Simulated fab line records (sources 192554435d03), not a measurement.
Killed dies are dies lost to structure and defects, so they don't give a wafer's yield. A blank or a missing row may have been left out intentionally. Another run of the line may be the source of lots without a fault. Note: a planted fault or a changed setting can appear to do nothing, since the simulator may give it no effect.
fab line records	flow n5_finfet
record: lots: 7	wafers: 39
route steps=1938 shown ZERO_LAYER@11 DUMMY_GATE@246 HKMG_FIN@451 MOL_CONTACT_COAG@624 BEOL_M9@1417 BEOL_M11@1579 BEOL_M14@1716
start_h: start of the lot's first displayed wafer, in hours after the record's first day	wait_h: time in hours since the lot's previous step	" same as the row above	L1.1+2: one row covering several wafers at once	- no value, or no start given	* or withheld: withheld	< > ~ a bound
route shown NAME@n: NAME is a module with steps in the file, n the number in the route of the first one	usual: the fault-free wafers' mean and standard deviation	same: alike in all rows	chamber/n: place in a boat	sites: the reading at each site	_std_site: their standard deviation	_edge_site: the outer-site mean with the inner-site mean subtracted	radius_mm: how far each site lies from the wafer's centre	mask NAME#n: copy n	behind: the last tool/chamber to shape the wafer	hold: the reason the lot was held/the length of the hold in hours/how it ended	device: the n, p or np transistor that did not switch	end of line: tests run on the same wafers once the route is complete	a step with no rows: only its recipe	killed: at the first sort, the dies lost to defects and structure; wafer yield is something else	map: shows each die of a wafer: x if killed, . if not, _ if none is there
set.NAME: setting as actually run; set.NAME@STEP: the setting as run at that earlier step	model.NAME: the simulator's own value behind a step, which no gauge read
lots with deliberately changed settings; one table per step, one row per wafer
== steps ==
step: N5_ZERO_LAYER_DEVELOP_10
recipe: develop_time_s: 60	rinse_liquid: diw	dry: air_spin	dev_temp_c: 21
lot.wafer	tool	chamber	start_h	wait_h	set.develop_time_s
L075.1+2+3+4+5+6	litho_track-03	0	-	-	60
L076.1+4+5	litho_track-02	0	-	-	60
L076.2+3+6	"	0	"	"	69.97
L082.1+2+6	litho_track-03	0	-	-	88.78
L082.3+4+5	"	0	"	"	60
L084.1+2+3+4+5+6	litho_track-05	0	-	-	60
L085.1+2+4	litho_track-03	0	-	-	75
L085.3+5+6	"	0	"	"	60
L092.1+5+6	litho_track-02	0	-	-	60
L096.1+4+6	litho_track-02	0	-	-	60
L096.2+3+5	"	0	"	"	44.52
step: N5_ZERO_LAYER_HARDBAKE_23
recipe: temp_c: 130	time_s: 120
step: N5_ZERO_LAYER_CD_MEAS_11
recipe: target_cd_nm: 2000	landing_energy_ev: 500	detector: se_inlens
usual: cd_nm: 1999.0/2.3
lot.wafer	tool	chamber	start_h	wait_h	set.develop_time_s@ZERO_LAYER_DEVELOP_10	cd_nm
L075.1	cd_sem-02	0	18.64	-	60	2001.6
L075.2	"	0	"	"	60	2000.6
L075.3	"	0	"	"	60	1998.5
L075.4	"	0	"	"	60	1996.3
L075.5	"	0	"	"	60	2000.0
L075.6	"	0	"	"	60	1998.7
L076.1	cd_sem-03	0	24.78	-	60	1998.2
L076.2	"	0	"	"	69.97	2002.5
L076.3	"	0	"	"	69.97	2001.0
L076.4	"	0	"	"	60	1999.3
L076.5	"	0	"	"	60	1998.6
L076.6	"	0	"	"	69.97	2000.4
L082.1	cd_sem-01	0	60.77	-	88.78	2004.9
L082.2	"	0	"	"	88.78	2005.7
L082.3	"	0	"	"	60	1992.9
L082.4	"	0	"	"	60	1998.0
L082.5	"	0	"	"	60	1997.1
L082.6	"	0	"	"	88.78	2005.3
L084.1	cd_sem-03	0	72.64	-	60	1998.7
L084.2	"	0	"	"	60	1995.9
L084.3	"	0	"	"	60	1997.4
L084.4	"	0	"	"	60	1994.9
L084.5	"	0	"	"	60	1996.3
L084.6	"	0	"	"	60	1994.9
L085.1	cd_sem-03	0	78.79	-	75	2003.2
L085.2	"	0	"	"	75	2006.3
L085.3	"	0	"	"	60	2001.3
L085.4	"	0	"	"	75	2005.8
L085.5	"	0	"	"	60	2001.3
L085.6	"	0	"	"	60	2002.6
L092.1	cd_sem-01	0	120.66	-	60	1997.7
L092.5	"	0	"	"	60	1996.3
L092.6	"	0	"	"	60	1998.9
L096.1	cd_sem-01	0	144.79	-	60	1999.4
L096.2	"	0	"	"	44.52	1990.8
L096.3	"	0	"	"	44.52	1993.8
L096.4	"	0	"	"	60	1997.8
L096.5	"	0	"	"	44.52	1991.3
L096.6	"	0	"	"	60	1999.5
step: N5_DUMMY_GATE_ETCH_32
recipe: chemistry: CF4	target: SiO2	target_depth_a: 35	time_s: 3.9	ion_energy_ev: 350	pressure_mtorr: 10	icp_w: 800	bias_w: 400	cf4_flow_sccm: 80
lot.wafer	tool	chamber	start_h	wait_h	set.time_s	model.etch.depth_nm
L075.1	rie_si-04	0	54.86	0.1	3.9	3.501
L075.2	"	2	"	"	3.9	3.573
L075.3	"	3	"	"	4.571	4.09
L075.4	"	1	"	"	4.571	4.104
L075.5	"	1	"	"	3.9	3.491
L075.6	"	2	"	"	4.571	4.182
L076.1	rie_si-06	2	60.37	0.1	5.974	5.383
L076.2	"	0	"	"	3.9	3.434
L076.3	"	1	"	"	5.974	5.23
L076.4	"	3	"	"	5.974	5.314
L076.5	"	2	"	"	3.9	3.532
L076.6	"	1	"	"	3.9	3.408
L082.1	rie_si-04	1	99.29	0.1	3.9	3.549
L082.2	"	2	"	"	5.695	5.242
L082.3	"	3	"	"	5.695	5.129
L082.4	"	0	"	"	5.695	5.149
L082.5	"	3	"	"	3.9	3.458
L082.6	"	2	"	"	3.9	3.562
L084.1	rie_si-01	0	109.51	0.1	3.9	3.643
L084.2	"	3	"	"	3.9	3.48
L084.3	"	1	"	"	3.9	3.482
L084.4	"	2	"	"	3.9	3.656
L084.5	"	3	"	"	3.9	3.479
L084.6	"	2	"	"	3.9	3.661
L085.1	rie_si-04	3	114.31	0.1	3.9	3.399
L085.2	"	1	"	"	3.9	3.5
L085.3	"	2	"	"	3.9	3.565
L085.4	"	0	"	"	3.9	3.49
L085.5	"	0	"	"	3.9	3.484
L085.6	"	1	"	"	3.9	3.492
L092.1	rie_si-01	2	155.53	0.1	3.9	3.605
L092.5	"	3	"	"	3.9	3.415
L092.6	"	0	"	"	3.9	3.568
L096.1	rie_si-04	3	185.83	0.1	3.9	3.444
L096.2	"	1	"	"	3.9	3.516
L096.3	"	0	"	"	3.9	3.458
L096.4	"	2	"	"	3.9	3.552
L096.5	"	0	"	"	3.9	3.493
L096.6	"	1	"	"	3.9	3.505
step: N5_HKMG_FIN_ETCH_67
recipe: chemistry: N2/H2	target: SOC	target_depth_a: 3889	stop_on: TiN	ion_energy_ev: 100	bias_w: 61	pressure_mtorr: 30	source_w: 850	n2_flow_sccm: 200	h2_flow_sccm: 200
lot.wafer	tool	chamber	start_h	wait_h	set.target_depth_a	model.SOC_of_HKMG_FIN_COAT_66.thk_nm
L075.1	rie_diel-06	0	85.55	-	3889	8.4
L075.2+3+5	"	3,2,1	"	"	5393	8.2
L075.4	"	1	"	"	3889	16.4
L075.6	"	2	"	"	3889	8.2
L082.1	rie_diel-06	1	128.64	-	1980	156
L082.2	"	2	"	"	3889	10.4
L082.3	"	0	"	"	3889	9.4
L082.4	"	3	"	"	1980	157.8
L082.5	"	3	"	"	3889	16.6
L082.6	"	0	"	"	1980	154.2
L084.1+3	rie_diel-03	1,2	139.33	-	4938	8.2
L084.2	"	0	"	"	4938	8.4
L084.4	"	3	"	"	3889	20.6
L084.5	"	3	"	"	3889	21
L084.6	"	2	"	"	3889	32
L085.1+2+3	rie_diel-06	0,2,1	143.29	-	4590	8.2
L085.4	"	3	"	"	3889	20
L085.5	"	2	"	"	3889	12.4
L085.6	"	3	"	"	3889	17.8
L092.1	rie_diel-01	1	184.94	-	3889	14.6
L092.5	"	0	"	"	3889	12
L092.6	"	3	"	"	3889	25.4
L076.1+2+5	rie_diel-03	2,1,2	196.49	-	6051	8.2
L076.3	"	3	"	"	3889	17.4
L076.4	"	3	"	"	3889	19.8
L076.6	"	1	"	"	3889	19
L096.1+2+3	rie_diel-01	0,1,2	217.54	-	5190	8.2
L096.4	"	3	"	"	3889	21.2
L096.5	"	1	"	"	3889	12.2
L096.6	"	0	"	"	3889	8.6
step: N5_MOL_CONTACT_COAG_CVD_140
recipe: material: W	target_thk_a: 665	mode: selective_fill	temp_c: 300	time_s: 215
lot.wafer	tool	chamber	start_h	wait_h	set.target_thk_a	model.W_of_MOL_CONTACT_COAG_CVD_140.thk_nm
L075.1+3	cvd_w-01	0	108.95	0.1	665	65.6
L075.2	"	1	"	"	998.9	99.8
L075.4	"	1	"	"	665	66.6
L075.5	"	0	"	"	998.9	99.4
L075.6	"	1	"	"	998.9	99.6
L082.1	cvd_w-02	0	151.33	0.1	665	66.4
L082.2+5	"	1	"	"	665	66.6
L082.3	"	1	"	"	419.1	42.4
L082.4	"	0	"	"	419.1	42.6
L082.6	"	0	"	"	419.1	42.2
L084.1	cvd_w-02	1	162.64	0.1	665	68
L084.2	"	1	"	"	665	67.4
L084.3+4+6	"	1	"	"	665	67
L084.5	"	1	"	"	665	67.6
L085.1	cvd_w-02	0	169.52	0.1	771.4	77
L085.2+5	"	1	"	"	665	67.2
L085.3	"	1	"	"	665	67
L085.4+6	"	0	"	"	771.4	77.2
L092.1	cvd_w-01	0	210.16	0.1	665	65.6
L092.5	"	0	"	"	665	65.2
L092.6	"	1	"	"	665	66
L076.1	cvd_w-02	0	221.52	0.1	896	89.6
L076.2	"	1	"	"	665	67.4
L076.3	"	1	"	"	896	91
L076.4	"	0	"	"	665	66.2
L076.5	"	0	"	"	896	88.6
L076.6	"	1	"	"	665	67.6
L096.1	cvd_w-02	1	243.41	0.1	919.2	92.6
L096.2	"	0	"	"	665	65.6
L096.3	"	1	"	"	919.2	91.4
L096.4	"	0	"	"	665	66
L096.5	"	1	"	"	919.2	91.6
L096.6	"	0	"	"	665	65.2
step: N5_MOL_CONTACT_COAG_PRECLEAN_127
recipe: chemistry: DIW	time_s: 57.5	temp_c: 23
step: N5_MOL_CONTACT_COAG_SRD_128
recipe: dry_time_s: 32	dry: n2_spin	spin_rpm: 1500
step: N5_MOL_CONTACT_COAG_CMP_52
recipe: stop_on: SiO2	t_overpolish_s: 1.5	post_cmp_clean: w_dilute_nh4oh	down_force_psi: 4	platen_rpm: 50.289	pad_velocity_m_s: 1.0006	target_thk_nm: 66.5
lot.wafer	tool	chamber	start_h	wait_h	set.target_thk_a@MOL_CONTACT_COAG_CVD_140	model.W_of_MOL_CONTACT_COAG_CVD_140.thk_nm
L075.1+3	cmp-02	1,3	109.27	0.0	665	65.6
L075.4	"	2	"	"	665	66.6
L075.2	"	0	"	"	998.9	67
L075.6	"	1	"	"	998.9	66
L075.5	"	2	"	"	998.9	65
L082.4	cmp-03	3	151.65	0.0	419.1	42.6
L082.3	"	0	"	"	419.1	42.4
L082.1	"	1	"	"	665	66.4
L082.2+5	"	2,3	"	"	665	66.6
L082.6	"	0	"	"	419.1	42.2
L084.1	cmp-02	2	163.23	0.0	665	65.4
L084.2	"	3	"	"	665	67.4
L084.3+4+6	"	0,1,2	"	"	665	67
L084.5	"	3	"	"	665	66.8
L085.1	cmp-03	1	169.84	0.0	771.4	66.6
L085.3	"	2	"	"	665	67
L085.2+5	"	3,2	"	"	665	67.2
L085.4	"	0	"	"	771.4	64.4
L085.6	"	1	"	"	771.4	66.4
L092.1	cmp-01	1	210.51	0.0	665	65.6
L092.6	"	1	"	"	665	66
L092.5	"	2	"	"	665	65.2
L076.4	cmp-01	0	221.84	0.0	665	66.2
L076.3	"	1	"	"	896	66.6
L076.1	"	2	"	"	896	67
L076.2	"	3	"	"	665	67.4
L076.6	"	0	"	"	665	67.6
L076.5	"	1	"	"	896	66.4
L096.1	cmp-03	3	243.73	0.0	919.2	67.4
L096.4	"	0	"	"	665	66
L096.2	"	1	"	"	665	65.6
L096.3	"	2	"	"	919.2	68
L096.6	"	3	"	"	665	65.2
L096.5	"	0	"	"	919.2	65.2
step: N5_BEOL_M9_DESCUM_16
recipe: chemistry: O2	time_s: 7.9	source_power_w: 50	bias_power_w: 20	pressure_mtorr: 20	rf_frequency_hz: 2.712e+07	temp_c: 40	resist: CAR-ArF	o2_flow_sccm: 225
lot.wafer	tool	chamber	start_h	wait_h	set.time_s	model.CAR-ArF_of_BEOL_M9_COAT_05.thk_nm
L075.1	rie_diel-02	0	210.81	0.2	9.718	82.6
L075.2+5	"	2	"	"	9.718	82.8
L075.3+4	"	3,1	"	"	7.9	83.6
L075.6	"	3	"	"	7.9	83.8
L082.1+3+5+6	rie_diel-05	0,1,0,3	252.19	0.3	7.9	83.8
L082.2	"	3	"	"	7.9	83.4
L082.4	"	2	"	"	7.9	83.6
L084.1	rie_diel-04	3	282.51	0.0	7.9	83.6
L084.2+4+5	"	0,2,0	"	"	9.766	82.6
L084.3	"	1	"	"	7.9	83.8
L084.6	"	3	"	"	7.9	83.4
L085.1+5	rie_diel-04	2,0	286.74	0.3	7.9	83.4
L085.2+4	"	3,0	"	"	7.9	83.2
L085.3	"	1	"	"	7.9	83
L085.6	"	1	"	"	7.9	83.6
L092.1+6	rie_diel-05	2	319.08	0.0	7.9	83.4
L092.5	"	3	"	"	7.9	83.2
L076.1+5	rie_diel-02	0,3	350.33	0.2	7.9	83.6
L076.2+3+6	"	1,2,2	"	"	7.9	83.4
L076.4	"	3	"	"	7.9	83
L096.1+5	rie_diel-04	0,2	388.48	0.2	10.62	82
L096.2	"	3	"	"	7.9	83.8
L096.3+4	"	1,2	"	"	7.9	83.6
L096.6	"	1	"	"	10.62	82.2
step: N5_BEOL_M9_ETCH_61
recipe: chemistry: CF4	target: SiARC	target_depth_a: 390	mask_material: CAR-ArF	time_s: 65	ion_energy_ev: 80	pressure_mtorr: 40	source_w: 545	bias_w: 36	Ar_flow_sccm: 100	cf4_flow_sccm: 100	ends: cleared
lot.wafer	tool	chamber	start_h	wait_h	set.time_s@BEOL_M9_DESCUM_16	model.CAR-ArF_of_BEOL_M9_COAT_05.thk_nm
L075.1	rie_diel-02	0	210.84	0.0	9.718	54.6
L075.2+5	"	2	"	"	9.718	54.8
L075.3+4	"	3,1	"	"	7.9	55.6
L075.6	"	3	"	"	7.9	55.8
L082.1+3+5	rie_diel-05	0,1,0	252.22	0.0	7.9	55.8
L082.2	"	3	"	"	7.9	55.4
L082.4+6	"	2,3	"	"	7.9	55.6
L084.1+6	rie_diel-04	3	282.54	0.0	7.9	55.6
L084.2+4+5	"	0,2,0	"	"	9.766	54.8
L084.3	"	1	"	"	7.9	56
L085.1+5	rie_diel-04	2,0	286.77	0.0	7.9	55.6
L085.2+4	"	3,0	"	"	7.9	55.4
L085.3	"	1	"	"	7.9	55.2
L085.6	"	1	"	"	7.9	55.8
L092.1+6	rie_diel-05	2	319.12	0.0	7.9	55.4
L092.5	"	3	"	"	7.9	55.2
L076.1+3+6	rie_diel-02	0,2,2	350.37	0.0	7.9	55.4
L076.2	"	1	"	"	7.9	55.2
L076.4	"	3	"	"	7.9	55
L076.5	"	3	"	"	7.9	55.6
L096.1+5	rie_diel-04	0,2	388.51	0.0	10.62	54
L096.2	"	3	"	"	7.9	55.8
L096.3+4	"	1,2	"	"	7.9	55.6
L096.6	"	1	"	"	10.62	54.2
step: N5_BEOL_M11_ETCH_41
recipe: chemistry: CH3F/O2	target: SiCN	target_depth_a: 426	taper_deg: 2	time_s: 86	ion_energy_ev: 120	mask_material: TiN	pressure_mtorr: 30	source_w: 395	bias_w: 75	Ar_flow_sccm: 150	CH3F_flow_sccm: 30	O2_flow_sccm: 20
lot.wafer	tool	chamber	start_h	wait_h	set.time_s	model.etch.depth_nm
L075.1	rie_diel-02	0	-	-	86	32.6
L075.2	"	2	"	"	86	33.27
L075.3	"	3	"	"	135.1	52.11
L075.4	"	0	"	"	86	32.36
L075.5	"	2	"	"	135.1	52.12
L075.6	"	3	"	"	135.1	52.06
L082.1	rie_diel-02	0	-	-	134	50.73
L082.2	"	3	"	"	134	51.32
L082.3	"	2	"	"	86	33.41
L082.4	"	1	"	"	86	33.03
L082.5	"	0	"	"	134	50.8
L082.6	"	3	"	"	86	32.98
L084.1	rie_diel-05	3	-	-	86	32.35
L084.2	"	2	"	"	86	32.18
L084.3	"	0	"	"	47.08	18.07
L084.4	"	1	"	"	86	32.29
L084.5	"	2	"	"	47.08	17.44
L084.6	"	1	"	"	47.08	17.74
L085.1	rie_diel-02	0	-	-	86	32.19
L085.2	"	2	"	"	86	32.8
L085.3	"	3	"	"	86	32.72
L085.4	"	1	"	"	86	32.88
L085.5	"	3	"	"	86	32.58
L085.6	"	2	"	"	86	32.7
L092.1	rie_diel-04	1	-	-	86	30.96
L092.5	"	2	"	"	86	33.57
L092.6	"	1	"	"	86	31.28
L076.1	rie_diel-02	3	-	-	86	33.35
L076.2	"	1	"	"	109.3	41.43
L076.3	"	0	"	"	86	32.35
L076.4	"	2	"	"	109.3	41.86
L076.5	"	1	"	"	86	32.95
L076.6	"	0	"	"	109.3	41.47
L096.1	rie_diel-02	2	-	-	86	33.28
L096.2	"	3	"	"	127.8	49.87
L096.3	"	1	"	"	127.8	48.84
L096.4	"	0	"	"	86	32.73
L096.5	"	3	"	"	86	33.45
L096.6	"	2	"	"	127.8	49.43
step: N5_BEOL_M14_ILD_DEP_00
recipe: material: SiO2	target_thk_a: 11193	temp_c: 400	precursor: TEOS/O2	pressure_torr: 6.5	rf_w: 900	teos_flow_sccm: 161.4	gas: O2	flow_sccm: 2650	time_s: 237.4
lot.wafer	tool	chamber	start_h	wait_h	set.time_s	model.SiO2_of_BEOL_M14_ILD_DEP_00.thk_nm
L075.1	pecvd-03	1	245.82	0.0	237.4	1097
L075.2	"	0	"	"	237.4	1092
L075.3	"	2	"	"	237.4	1101
L075.4	"	0	"	"	237.4	1117
L075.5	"	2	"	"	237.4	1124
L075.6	"	1	"	"	237.4	1119
L082.1	pecvd-04	2	289.29	0.0	194.4	888.8
L082.2	"	1	"	"	194.4	902.8
L082.3	"	0	"	"	237.4	1094
L082.4	"	0	"	"	237.4	1108
L082.5	"	2	"	"	237.4	1142
L082.6	"	1	"	"	194.4	923.2
L084.1	pecvd-04	0	315.11	0.0	237.4	1105
L084.2	"	2	"	"	237.4	1118
L084.3+6	"	1	"	"	237.4	1127
L084.4	"	0	"	"	237.4	1117
L084.5	"	2	"	"	237.4	1144
L085.1	pecvd-04	2	321.17	0.0	281.6	1303
L085.2	"	0	"	"	281.6	1286
L085.3	"	1	"	"	237.4	1089
L085.4	"	2	"	"	237.4	1125
L085.5	"	1	"	"	281.6	1323
L085.6	"	0	"	"	237.4	1097
L092.1	pecvd-01	0	352.18	0.0	237.4	1097
L092.5	"	1	"	"	237.4	1114
L092.6	"	0	"	"	237.4	1124
L076.1	pecvd-03	1	385.29	0.0	237.4	1101
L076.2	"	2	"	"	145.3	669
L076.3	"	0	"	"	145.3	663.8
L076.4	"	0	"	"	237.4	1093
L076.5	"	2	"	"	237.4	1108
L076.6	"	1	"	"	145.3	681
L096.1	pecvd-01	0	422.67	0.0	237.4	1095
L096.2	"	2	"	"	237.4	1100
L096.3	"	1	"	"	237.4	1099
L096.4	"	1	"	"	237.4	1137
L096.5	"	0	"	"	237.4	1127
L096.6	"	2	"	"	237.4	1120
step: N5_BEOL_M14_THK_MEAS_01
recipe: reads: SiO2_of_BEOL_M14_ILD_DEP_00
usual: M14_ILD_THK: 1110/16
lot.wafer	tool	chamber	start_h	wait_h	set.time_s@BEOL_M14_ILD_DEP_00	M14_ILD_THK[nm]
L075.1	film_metro-01	-	246.01	0.1	237.4	1097
L075.2	"	-	"	"	237.4	1092
L075.3	"	-	"	"	237.4	1101
L075.4	"	-	"	"	237.4	1117
L075.5	"	-	"	"	237.4	1125
L075.6	"	-	"	"	237.4	1119
L082.1	film_metro-01	-	289.48	0.1	194.4	889
L082.2	"	-	"	"	194.4	903
L082.3	"	-	"	"	237.4	1094
L082.4	"	-	"	"	237.4	1108
L082.5	"	-	"	"	237.4	1142
L082.6	"	-	"	"	194.4	924
L084.1	film_metro-02	-	315.29	0.1	237.4	1105
L084.2	"	-	"	"	237.4	1117
L084.3	"	-	"	"	237.4	1126
L084.4	"	-	"	"	237.4	1117
L084.5	"	-	"	"	237.4	1144
L084.6	"	-	"	"	237.4	1127
L085.1	film_metro-02	-	321.36	0.1	281.6	1302
L085.2	"	-	"	"	281.6	1284
L085.3	"	-	"	"	237.4	1090
L085.4	"	-	"	"	237.4	1126
L085.5	"	-	"	"	281.6	1324
L085.6	"	-	"	"	237.4	1097
L092.1	film_metro-01	-	352.37	0.1	237.4	1098
L092.5	"	-	"	"	237.4	1114
L092.6	"	-	"	"	237.4	1125
L076.1	film_metro-01	-	385.48	0.1	237.4	1102
L076.2	"	-	"	"	145.3	669
L076.3	"	-	"	"	145.3	663
L076.4	"	-	"	"	237.4	1092
L076.5	"	-	"	"	237.4	1108
L076.6	"	-	"	"	145.3	681
L096.1	film_metro-02	-	422.86	0.1	237.4	1096
L096.2	"	-	"	"	237.4	1101
L096.3	"	-	"	"	237.4	1099
L096.4	"	-	"	"	237.4	1138
L096.5	"	-	"	"	237.4	1127
L096.6	"	-	"	"	237.4	1121
step: N5_BEOL_M14_COAT_58
recipe: resist: BARC	temp_c: 205	time_s: 60	spin_rpm: 1500	resist_thk_nm: 89
step: N5_BEOL_M14_COAT_04
recipe: spin_rpm: 1704	resist_thk_nm: 800
step: N5_BEOL_M14_DESCUM_15
recipe: chemistry: O2	time_s: 7.9	source_power_w: 50	bias_power_w: 20	pressure_mtorr: 20	rf_frequency_hz: 2.712e+07	temp_c: 40	o2_flow_sccm: 225
step: N5_BEOL_M14_ETCH_59
recipe: chemistry: N2/H2	target: BARC	target_depth_a: 890	overetch_a: 267	time_s: 67.9	ion_energy_ev: 200	pressure_mtorr: 30	source_w: 840	bias_w: 150	n2_flow_sccm: 200	h2_flow_sccm: 200
step: N5_BEOL_M14_VIA_ETCH_16
recipe: chemistry: C4F8/O2/Ar	target: SiO2	he_inner_torr: 15	he_outer_torr: 30	target_depth_a: 12313	time_s: withheld	ion_energy_ev: 800	pressure_mtorr: 20	source_w: 1905	bias_w: 2040	Ar_flow_sccm: 400	C4F8_flow_sccm: 16	O2_flow_sccm: 12	ends: cleared
lot.wafer	tool	chamber	start_h	wait_h	set.time_s@BEOL_M14_ILD_DEP_00	model.etch.depth_nm	model.coat_of_BEOL_M14_COAT_04.thk_nm
L075.1	rie_diel-01	3	247.01	0.0	*	1097	465.6
L075.2	"	0	"	"	*	1092	458.6
L075.3	"	1	"	"	*	1101	457.2
L075.4	"	0	"	"	*	1117	455.4
L075.5	"	3	"	"	*	1124	454.2
L075.6	"	1	"	"	*	1119	450.2
L082.1	rie_diel-01	2	289.96	0.0	*	888.8	501.2
L082.2	"	1	"	"	*	902.8	501.2
L082.3	"	3	"	"	*	1094	459.4
L082.4	"	0	"	"	*	1108	454.4
L082.5	"	1	"	"	*	1142	442.2
L082.6	"	0	"	"	*	923.3	495.2
L084.1	rie_diel-03	1	315.96	0.0	*	1105	456.2
L084.2	"	0	"	"	*	1118	448.6
L084.3	"	3	"	"	*	1127	448.6
L084.4	"	1	"	"	*	1117	453.4
L084.5	"	0	"	"	*	1144	443.8
L084.6	"	3	"	"	*	1127	447.4
L085.1	rie_diel-03	0	322.03	0.0	*	1303	409.4
L085.2	"	1	"	"	*	1286	413.2
L085.3	"	3	"	"	*	1089	461.2
L085.4	"	1	"	"	*	1125	451.4
L085.5	"	3	"	"	*	1323	403.2
L085.6	"	0	"	"	*	1097	457.6
L092.1	rie_diel-06	0	352.95	0.0	*	1097	464.8
L092.5	"	2	"	"	*	1114	461
L092.6	"	3	"	"	*	1124	452.2
L076.1	rie_diel-01	0	385.96	0.0	*	1101	457.8
L076.2	"	3	"	"	*	668.9	565.6
L076.3	"	2	"	"	*	663.8	561.2
L076.4	"	2	"	"	*	1093	455
L076.5	"	0	"	"	*	1108	457.4
L076.6	"	3	"	"	*	681	558.8
L096.1	rie_diel-06	2	423.34	0.0	*	1095	465.6
L096.2	"	0	"	"	*	1100	466
L096.3	"	1	"	"	*	1099	466.2
L096.4	"	0	"	"	*	1137	457.8
L096.5	"	1	"	"	*	1127	458.8
L096.6	"	2	"	"	*	1120	459
== key ==
split: step: N5_ZERO_LAYER_DEVELOP_10	setting: develop_time_s	stated: 60	by: wafer
response: step: N5_ZERO_LAYER_CD_MEAS_11	reading: cd_nm	change: +0.195	per: 1%	r: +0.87
split: step: N5_DUMMY_GATE_ETCH_32	setting: time_s	stated: 3.9	by: wafer
response: step: N5_DUMMY_GATE_ETCH_32	reading: model.etch.depth_nm	change: +0.0352	per: 1%	r: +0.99
split: step: N5_HKMG_FIN_ETCH_67	setting: target_depth_a	stated: 3889	by: wafer
response: step: N5_HKMG_FIN_ETCH_67	reading: model.SOC_of_HKMG_FIN_COAT_66.thk_nm	shape: bent	at_lowest: 156	at_stated: 16.35	at_highest: 8.2
split: step: N5_MOL_CONTACT_COAG_CVD_140	setting: target_thk_a	stated: 665	by: wafer
response: step: N5_MOL_CONTACT_COAG_CVD_140	reading: model.W_of_MOL_CONTACT_COAG_CVD_140.thk_nm	change: +0.666	per: 1%	r: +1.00
response: step: N5_MOL_CONTACT_COAG_CMP_52	reading: model.W_of_MOL_CONTACT_COAG_CVD_140.thk_nm	shape: bent	at_lowest: 42.4	at_stated: 66.42	at_highest: 66
split: step: N5_BEOL_M9_DESCUM_16	setting: time_s	stated: 7.9	by: wafer
response: step: N5_BEOL_M9_DESCUM_16	reading: model.CAR-ArF_of_BEOL_M9_COAT_05.thk_nm	change: -0.0441	per: 1%	r: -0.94
response: step: N5_BEOL_M9_ETCH_61	reading: model.CAR-ArF_of_BEOL_M9_COAT_05.thk_nm	change: -0.0434	per: 1%	r: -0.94
split: step: N5_BEOL_M11_ETCH_41	setting: time_s	stated: 86	by: wafer
response: step: N5_BEOL_M11_ETCH_41	reading: model.etch.depth_nm	change: +0.328	per: 1%	r: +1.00
split: step: N5_BEOL_M14_ILD_DEP_00	setting: time_s	stated: 237.4	by: wafer
response: step: N5_BEOL_M14_ILD_DEP_00	reading: model.SiO2_of_BEOL_M14_ILD_DEP_00.thk_nm	change: +11.1	per: 1%	r: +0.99
response: step: N5_BEOL_M14_THK_MEAS_01	reading: M14_ILD_THK	change: +11.1	per: 1%	r: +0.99
response: step: N5_BEOL_M14_VIA_ETCH_16	reading: model.etch.depth_nm	change: +11.1	per: 1%	r: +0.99
response: step: N5_BEOL_M14_VIA_ETCH_16	reading: model.coat_of_BEOL_M14_COAT_04.thk_nm	change: -2.67	per: 1%	r: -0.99
